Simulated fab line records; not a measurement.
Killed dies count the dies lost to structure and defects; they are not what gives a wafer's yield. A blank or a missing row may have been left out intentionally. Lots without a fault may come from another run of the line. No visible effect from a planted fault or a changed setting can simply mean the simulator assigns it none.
The tool behind it: which one? | flow n5_finfet | 9 lots, 24 wafers sampled, at 5 steps of a route of 1938

## WHAT THE GAUGES SHOWED, per wafer
N5_BEOL_M4_RC_MEAS_101. Usual: DIBL_N 36.3 mV/V, standard deviation 1.1; DIBL_P 36.3 mV/V, standard deviation 1.4; IOFF_N 0.155 nA/um, standard deviation 0.019; IOFF_P 0.211 nA/um, standard deviation 0.027; ION_N 672 uA/um, standard deviation 8.5; ION_P 462 uA/um, standard deviation 5.8; SS_N 71.5 mV/dec, standard deviation 0.56; SS_P 73.3 mV/dec, standard deviation 0.52; VT_N 249.9 mV, standard deviation 2.5; VT_P -249.8 mV, standard deviation 2.8.
lot  | measured     | on        | DIBL_N (mV/V)  | DIBL_P (mV/V)  | IOFF_N (nA/um)    | IOFF_P (nA/um)    | ION_N (uA/um) | ION_P (uA/um) | SS_N (mV/dec)  | SS_P (mV/dec)  | VT_N (mV)         | VT_P (mV)            | flag
L223 | day 9 18:11  | prober-01 | 37.5 37.8 35.0 | 38.2 39.5 35.7 | 0.185 0.200 0.143 | 0.238 0.248 0.190 | 676 675 670   | 460 459 463   | 71.3 73.1 71.3 | 74.3 74.2 73.0 | 247.9 245.3 250.0 | -248.6 -248.1 -251.1 |
L226 | day 10 22:22 | prober-01 | 37.2 36.5 35.9 | 37.1 36.6 35.2 | 0.172 0.161 0.140 | 0.244 0.243 0.227 | 676 672 669   | 472 467 469   | 71.9 71.8 71.0 | 73.9 73.0 72.7 | 248.4 247.0 252.1 | -244.4 -247.3 -248.4 |
L227 | day 11 10:32 | prober-01 | 34.8 35.6      | 33.7 35.7      | 0.135 0.151       | 0.167 0.195       | 677 675       | 463 471       | 71.3 71.6      | 72.6 74.0      | 252.9 247.8       | -251.8 -252.7        |
L228 | day 11 17:12 | prober-01 | 38.0 37.8      | 36.8 36.5      | 0.165 0.166       | 0.207 0.200       | 667 680       | 454 455       | 71.7 71.3      | 73.4 73.5      | 248.1 249.3       | -253.2 -253.1        |
L231 | day 13 23:12 | prober-02 | 35.9 35.7      | 36.0 35.8      | 0.138 0.138       | 0.162 0.165       | 662 671       | 451 455       | 71.5 71.1      | 73.4 72.9      | 250.9 253.8       | -255.3 -253.9        |
L234 | day 14 23:47 | prober-01 | 34.7 36.8 35.3 | 33.6 35.7 34.6 | 0.137 0.175 0.146 | 0.184 0.211 0.197 | 666 667 665   | 458 453 458   | 70.4 71.2 70.7 | 72.8 73.8 73.1 | 250.3 248.7 248.0 | -251.3 -250.6 -250.7 |
L242 | day 17 06:04 | prober-02 | 36.5 40.0 37.1 | 36.4 40.9 37.2 | 0.150 0.228 0.171 | 0.210 0.301 0.236 | 676 699 677   | 466 479 471   | 71.5 72.5 71.1 | 72.9 74.0 73.1 | 250.0 242.9 246.3 | -250.0 -244.8 -247.0 |
L244 | day 17 17:07 | prober-01 | 35.6 36.3 36.0 | 35.2 34.7 35.2 | 0.158 0.159 0.158 | 0.210 0.200 0.205 | 682 666 675   | 464 459 458   | 72.1 72.0 71.3 | 73.3 73.4 73.0 | 248.2 249.2 249.8 | -248.4 -250.9 -249.2 |
L245 | day 16 04:41 | prober-02 | 37.2 38.7 37.2 | 36.6 36.8 35.6 | 0.171 0.196 0.161 | 0.241 0.250 0.223 | 678 671 674   | 467 461 464   | 72.2 72.8 71.9 | 73.7 73.2 73.3 | 251.6 246.3 247.5 | -246.2 -246.9 -249.5 |

## EACH LOT AND THE TOOL THAT RAN IT (in order: tool; ch and the chambers of the sampled wafers; start)
lot  | N5_BEOL_M1_ETCH_64                 | N5_BEOL_M1_DESCUM_33               | N5_BEOL_M1_VIA_ETCH_34             | N5_BEOL_M1_PRE_CLEAN_45
L223 | rie_diel-06 ch 0,2,3, day 6 12:39  | rie_diel-01 ch 1,3, day 6 13:41    | rie_diel-01 ch 1,2, day 6 15:56    | pvd_sputter-02, day 6 16:31
L226 | rie_diel-01 ch 2,3, day 6 23:27    | rie_diel-03 ch 1,2,3, day 7 00:42  | rie_diel-01 ch 0,1,3, day 7 17:09  | pvd_sputter-01, day 7 18:06
L227 | rie_diel-03 ch 3, day 7 11:29      | rie_diel-03 ch 0, day 7 12:17      | rie_diel-01 ch 0,2, day 8 06:43    | pvd_sputter-01, day 8 07:19
L228 | rie_diel-01 ch 0,1, day 7 15:25    | rie_diel-01 ch 1,3, day 7 16:19    | rie_diel-01 ch 1,2, day 8 09:55    | pvd_sputter-03, day 8 10:50
L231 | rie_diel-01 ch 1,3, day 8 13:53    | rie_diel-03 ch 1,3, day 8 14:40    | rie_diel-01 ch 2,3, day 8 23:59    | pvd_sputter-03, day 9 00:36
L234 | rie_diel-06 ch 1,2,3, day 9 04:54  | rie_diel-01 ch 0,1,2, day 9 06:01  | rie_diel-03 ch 2,3, day 9 06:47    | pvd_sputter-01, day 9 07:58
L242 | rie_diel-01 ch 0,2,3, day 10 18:03 | rie_diel-03 ch 0,2,3, day 10 18:50 | rie_diel-03 ch 0,1,2, day 11 04:05 | pvd_sputter-01, day 11 04:47
L244 | rie_diel-03 ch 1,2, day 11 16:26   | rie_diel-03 ch 0,1,2, day 11 17:28 | rie_diel-01 ch 1,3, day 12 04:13   | pvd_sputter-01, day 12 04:43
L245 | rie_diel-06 ch 1,3, day 11 21:02   | rie_diel-06 ch 0,1,2, day 11 21:56 | rie_diel-01 ch 0,1,2, day 13 08:30 | pvd_sputter-02, day 13 09:10
- N5_BEOL_M1_ETCH_64: etches SOC in N2/H2, target depth 75 nm, overetch 15 nm, time 112.5 s.
- N5_BEOL_M1_DESCUM_33: chemistry O2, time 7 s.
- N5_BEOL_M1_VIA_ETCH_34: etches the open film in C4F6/O2, target depth 67.8 nm, time 64.4 s.
- N5_BEOL_M1_PRE_CLEAN_45: time 30 s.

## AS READ BY THE TOOLS THEMSELVES (means over the sampled wafers that have a number; for cases with no such wafer, the mark the record gives instead)
N5_BEOL_M1_ETCH_64. Usual: drypump_motor_current_A 5.9 A, standard deviation 0.36; oes_product_au 0.64 a.u., standard deviation 0.061; rf_vpp_V 523.5 V, standard deviation 2.3; showerhead_plenum_p_Torr 2.53 Torr, standard deviation 0.08; throttle_valve_pct 17.79 %, standard deviation 0.16.
lot  | tool        | drypump_motor_current_A (A) | oes_product_au (a.u.) | rf_vpp_V (V) | showerhead_plenum_p_Torr (Torr) | throttle_valve_pct (%) | flag
L223 | rie_diel-06 | 5.9                         | 0.61                  | 524.3        | 2.55                            | 17.71                  |
L226 | rie_diel-01 | 5.9                         | 0.71                  | 525.0        | 2.60                            | 17.76                  |
L227 | rie_diel-03 | 6.2                         | 0.65                  | 522.3        | 2.46                            | 17.53                  |
L228 | rie_diel-01 | 5.5                         | 0.65                  | 522.5        | 2.46                            | 17.94                  |
L231 | rie_diel-01 | 5.8                         | 0.65                  | 522.8        | 2.50                            | 17.91                  |
L234 | rie_diel-06 | 5.8                         | 0.63                  | 521.8        | 2.49                            | 17.74                  |
L242 | rie_diel-01 | 5.7                         | 0.67                  | 523.6        | 2.55                            | 17.82                  |
L244 | rie_diel-03 | 5.6                         | 0.61                  | 525.6        | 2.59                            | 17.81                  |
L245 | rie_diel-06 | 6.0                         | 0.59                  | 520.3        | 2.43                            | 17.79                  |

N5_BEOL_M1_DESCUM_33. Usual: drypump_motor_current_A 5.9 A, standard deviation 0.39; o2_flow_sccm 224.9 sccm, standard deviation 0.71; oes_product_au 0.80 a.u., standard deviation 0.083; rf_vpp_V 243.0 V, standard deviation 1.3; showerhead_plenum_p_Torr 2.08 Torr, standard deviation 0.069; throttle_valve_pct 20.39 %, standard deviation 0.15.
lot  | tool        | drypump_motor_current_A (A) | o2_flow_sccm (sccm) | oes_product_au (a.u.) | rf_vpp_V (V) | showerhead_plenum_p_Torr (Torr) | throttle_valve_pct (%) | flag
L223 | rie_diel-01 | 5.7                         | 224.8               | 0.80                  | 242.1        | 2.03                            | 20.53                  |
L226 | rie_diel-03 | 5.8                         | 225.3               | 0.79                  | 243.9        | 2.10                            | 20.25                  |
L227 | rie_diel-03 | 6.0                         | 224.8               | 0.89                  | 243.3        | 2.06                            | 20.59                  |
L228 | rie_diel-01 | 5.8                         | 224.2               | 0.82                  | 242.9        | 2.06                            | 20.47                  |
L231 | rie_diel-03 | 5.7                         | 224.2               | 0.75                  | 242.0        | 2.08                            | 20.22                  |
L234 | rie_diel-01 | 5.6                         | 225.3               | 0.82                  | 242.8        | 2.05                            | 20.57                  |
L242 | rie_diel-03 | 6.0                         | 224.6               | 0.82                  | 241.9        | 2.06                            | 20.41                  |
L244 | rie_diel-03 | 5.7                         | 225.0               | 0.78                  | 244.5        | 2.11                            | 20.44                  |
L245 | rie_diel-06 | 6.1                         | 224.6               | 0.80                  | 243.4        | 2.11                            | 20.44                  |

N5_BEOL_M1_VIA_ETCH_34. Usual: drypump_motor_current_A 5.8 A, standard deviation 0.35; oes_product_au 0.83 a.u., standard deviation 0.088; rf_vpp_V 661 V, standard deviation 7.7; run_length_s 87.6 s, standard deviation 0.39; showerhead_plenum_p_Torr 2.84 Torr, standard deviation 0.086; throttle_valve_pct 30.75 %, standard deviation 0.17.
lot  | tool        | drypump_motor_current_A (A) | oes_product_au (a.u.) | rf_vpp_V (V) | run_length_s (s) | showerhead_plenum_p_Torr (Torr) | throttle_valve_pct (%) | flag
L223 | rie_diel-01 | 5.7                         | 0.75                  | 662          | 87.5             | 2.76                            | 30.95                  |
L226 | rie_diel-01 | 5.7                         | 0.87                  | 657          | 87.8             | 2.80                            | 30.79                  |
L227 | rie_diel-01 | 5.6                         | 0.89                  | 666          | 71.8             | 2.83                            | 30.88                  | OFF
L228 | rie_diel-01 | 5.7                         | 0.76                  | 664          | 79.9             | 2.78                            | 30.97                  | OFF
L231 | rie_diel-01 | 5.9                         | 0.87                  | 663          | 79.6             | 2.88                            | 30.76                  | OFF
L234 | rie_diel-03 | 6.1                         | 0.82                  | 657          | 87.4             | 2.80                            | 30.59                  |
L242 | rie_diel-03 | 5.7                         | 0.79                  | 667          | 87.4             | 2.86                            | 30.76                  |
L244 | rie_diel-01 | 5.8                         | 0.92                  | 664          | 87.5             | 2.97                            | 30.73                  |
L245 | rie_diel-01 | 5.6                         | 0.86                  | 667          | 87.9             | 2.89                            | 30.88                  |

N5_BEOL_M1_PRE_CLEAN_45. Usual: heater_power_w at 320 W, with a standard deviation of 30.
lot  | tool           | heater_power_w (W) | flag
L223 | pvd_sputter-02 | 314                |
L226 | pvd_sputter-01 | 321                |
L227 | pvd_sputter-01 | 308                |
L228 | pvd_sputter-03 | 358                |
L231 | pvd_sputter-03 | 324                |
L234 | pvd_sputter-01 | 314                |
L242 | pvd_sputter-01 | 302                |
L244 | pvd_sputter-01 | 300                |
L245 | pvd_sputter-02 | 319                |

## THE ANSWER, worked out from the rows above alone
Rule: lot off if the mean of its wafers having a number is beyond 3 standard deviations from the usual mean. Also off: a lot with no number at a reading for which 4 or more lots have one. Where the step has rows for the other lots, those lots are counted as sound. After the gauges, taken in route order, come the tools' own readings; for these a lot's mean is taken, as printed above. At the first step where some lot is off, the reading lying furthest off is the one used; lots without a number count as furthest.
Off: L227, L228, L231 (N5_BEOL_M1_VIA_ETCH_34, run_length_s).
If a tool, at that step or one of the process steps before it, ran each lot that is off and ran no sound lot following the first of them, it fits. Not one of the candidates tried fits.

## WHAT HAD BEEN PUT IN BY THE SIMULATOR
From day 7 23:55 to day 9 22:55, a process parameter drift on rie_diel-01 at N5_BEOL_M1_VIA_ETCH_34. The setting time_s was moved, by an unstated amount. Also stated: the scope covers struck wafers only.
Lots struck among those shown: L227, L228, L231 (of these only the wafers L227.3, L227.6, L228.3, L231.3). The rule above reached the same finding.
